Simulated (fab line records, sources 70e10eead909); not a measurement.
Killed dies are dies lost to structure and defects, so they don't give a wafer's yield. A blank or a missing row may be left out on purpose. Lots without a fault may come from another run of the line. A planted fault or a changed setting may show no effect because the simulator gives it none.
Chamber matching | flow nand_harc | NHARC_P_BONDPAD_CMP_32 on cmp-01: 4 sister chambers
The step polishes SiCN, target thk 200 nm. 7 wafers are shown with their chamber, then 7 later ones without.

WAFERS WITH THEIR CHAMBER
wafer  | chamber | motor_current_A (A) | retaining_ring_pressure_frac
L076.4 | 3       | 10.8                | 0.994
L081.2 | 3       | 10.6                | 1.001
L081.3 | 0       | 11.4                | 0.994
L087.4 | 1       | 12.0                | 0.991
L087.5 | 2       | 11.3                | 0.999
L090.1 | 1       | 11.9                | 1.000
L090.3 | 2       | 10.5                | 0.993

WAFERS WITHOUT THEIR CHAMBER
wafer  | motor_current_A (A) | retaining_ring_pressure_frac
L090.6 | 12.3                | 0.998
L093.3 | 11.5                | 0.996
L093.5 | 10.3                | 0.998
L093.6 | 11.0                | 1.006
L096.1 | 11.2                | 1.006
L096.5 | 11.0                | 0.998
L096.6 | 12.4                | 1.003

WHICH CHAMBER EACH WENT THROUGH
wafer  | from the rows above               | in truth
L090.6 | can't be placed: 1 or 0           | 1
L093.3 | can't be placed: 0 or 1 or 2 or 3 | 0
L093.5 | can't be placed: 3 or 2           | 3
L093.6 | can't be placed: 3 or 2 or 0 or 1 | 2
L096.1 | can't be placed: 2 or 3 or 0 or 1 | 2
L096.5 | can't be placed: 2 or 3 or 0      | 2
L096.6 | can't be placed: 1 or 0           | 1
Placed correctly: 0 of 7. Can't be placed from these rows: 7 (the true chamber is among the candidates in 7). Placed wrongly: 0.
How it was worked out, from the rows above alone: a wafer's distance from a chamber is the root of the sum, over the readings, of the square of ((its reading less the chamber's mean) divided by the reading's scatter). The wafer belongs to the nearest chamber; if the next one is less than 2 further off, it can't be placed. A chamber's mean is the mean of its shown wafers. The scatter: the root of (the sum of the squares of (reading less its chamber's mean) over the shown wafers, divided by (wafers less chambers)).
